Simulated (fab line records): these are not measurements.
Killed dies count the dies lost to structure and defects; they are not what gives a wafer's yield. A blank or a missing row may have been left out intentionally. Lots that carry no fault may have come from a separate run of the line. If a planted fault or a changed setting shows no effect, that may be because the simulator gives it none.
Chamber matching / flow nand harc / rie diel-02 running NHARC_A_M0_STRIP_18: 4 sister chambers
The step strips in N2/H2. 16 wafers are shown with their chamber, then 8 later ones without.

## EACH WAFER AND ITS CHAMBER
wafer=L074.2; chamber=2; rf fwd power W (W)=995; oes product au (a.u.)=0.995; rf vpp V (V)=90.8
wafer=L074.3; chamber=1; rf fwd power W (W)=992; oes product au (a.u.)=0.989; rf vpp V (V)=91.8
wafer=L074.6; chamber=0; rf fwd power W (W)=1003; oes product au (a.u.)=1.010; rf vpp V (V)=90.9
wafer=L075.1; chamber=0; rf fwd power W (W)=1002; oes product au (a.u.)=1.009; rf vpp V (V)=91.8
wafer=L075.3; chamber=3; rf fwd power W (W)=997; oes product au (a.u.)=0.995; rf vpp V (V)=89.4
wafer=L075.6; chamber=0; rf fwd power W (W)=1003; oes product au (a.u.)=1.006; rf vpp V (V)=89.6
wafer=L078.1; chamber=1; rf fwd power W (W)=995; oes product au (a.u.)=0.990; rf vpp V (V)=90.7
wafer=L078.2; chamber=2; rf fwd power W (W)=995; oes product au (a.u.)=0.992; rf vpp V (V)=90.4
wafer=L078.5; chamber=2; rf fwd power W (W)=994; oes product au (a.u.)=1.003; rf vpp V (V)=90.4
wafer=L082.1; chamber=3; rf fwd power W (W)=999; oes product au (a.u.)=1.006; rf vpp V (V)=90.8
wafer=L082.4; chamber=2; rf fwd power W (W)=993; oes product au (a.u.)=1.017; rf vpp V (V)=90.6
wafer=L082.5; chamber=3; rf fwd power W (W)=1005; oes product au (a.u.)=1.014; rf vpp V (V)=89.5
wafer=L084.2; chamber=2; rf fwd power W (W)=997; oes product au (a.u.)=1.008; rf vpp V (V)=89.2
wafer=L084.4; chamber=2; rf fwd power W (W)=990; oes product au (a.u.)=1.003; rf vpp V (V)=91.1
wafer=L084.5; chamber=1; rf fwd power W (W)=990; oes product au (a.u.)=0.996; rf vpp V (V)=90.0
wafer=L086.2; chamber=0; rf fwd power W (W)=993; oes product au (a.u.)=0.985; rf vpp V (V)=90.0

SIGNATURES (means of the wafers above)
reading=rf fwd power W; chamber 0=1000.25; chamber 1=992.33; chamber 2=994.00; chamber 3=1000.33; scatter within a chamber=3.49
reading=oes product au; chamber 0=1.00250; chamber 1=0.99167; chamber 2=1.00300; chamber 3=1.00500; scatter within a chamber=0.00928
reading=rf vpp V; chamber 0=90.575; chamber 1=90.833; chamber 2=90.417; chamber 3=89.900; scatter within a chamber=0.81
Rule: distance of a wafer from a chamber = root of the sum over the readings of ((wafer's reading minus chamber's mean) / reading's scatter) squared. If the next closest chamber is less than 2 further off than the closest, the wafer can't be placed; otherwise it belongs to the closest. The scatter: take each reading less its chamber's mean, square it, sum over the shown wafers, divide by the number of wafers less the number of chambers, and take the root.

## WAFERS WHOSE CHAMBER IS MISSING
wafer=L086.3; rf fwd power W (W)=997; oes product au (a.u.)=1.005; rf vpp V (V)=91.7
wafer=L086.4; rf fwd power W (W)=992; oes product au (a.u.)=0.992; rf vpp V (V)=92.2
wafer=L090.1; rf fwd power W (W)=996; oes product au (a.u.)=1.012; rf vpp V (V)=89.6
wafer=L090.2; rf fwd power W (W)=1000; oes product au (a.u.)=1.003; rf vpp V (V)=91.0
wafer=L090.6; rf fwd power W (W)=997; oes product au (a.u.)=0.993; rf vpp V (V)=89.9
wafer=L094.1; rf fwd power W (W)=1000; oes product au (a.u.)=0.995; rf vpp V (V)=92.0
wafer=L094.3; rf fwd power W (W)=998; oes product au (a.u.)=1.014; rf vpp V (V)=90.4
wafer=L094.6; rf fwd power W (W)=1001; oes product au (a.u.)=1.011; rf vpp V (V)=89.7

## THE CHAMBER EACH PASSED THROUGH
wafer=L086.3; from the rows above=can't be placed: 0 or 2 or 1 or 3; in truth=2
wafer=L086.4; from the rows above=can't be placed: 1 or 2 or 0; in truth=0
wafer=L090.1; from the rows above=can't be placed: 3 or 2 or 0 or 1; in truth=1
wafer=L090.2; from the rows above=can't be placed: 0 or 3 or 2 or 1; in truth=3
wafer=L090.6; from the rows above=can't be placed: 2 or 3 or 0 or 1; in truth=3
wafer=L094.1; from the rows above=can't be placed: 0 or 1 or 2 or 3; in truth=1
wafer=L094.3; from the rows above=can't be placed: 3 or 0 or 2 or 1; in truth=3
wafer=L094.6; from the rows above=can't be placed: 3 or 0 or 2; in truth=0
Correctly placed: 0 of 8. Not placeable from these rows: 8 (in 8, the candidates include the true chamber). Wrongly placed: 0.
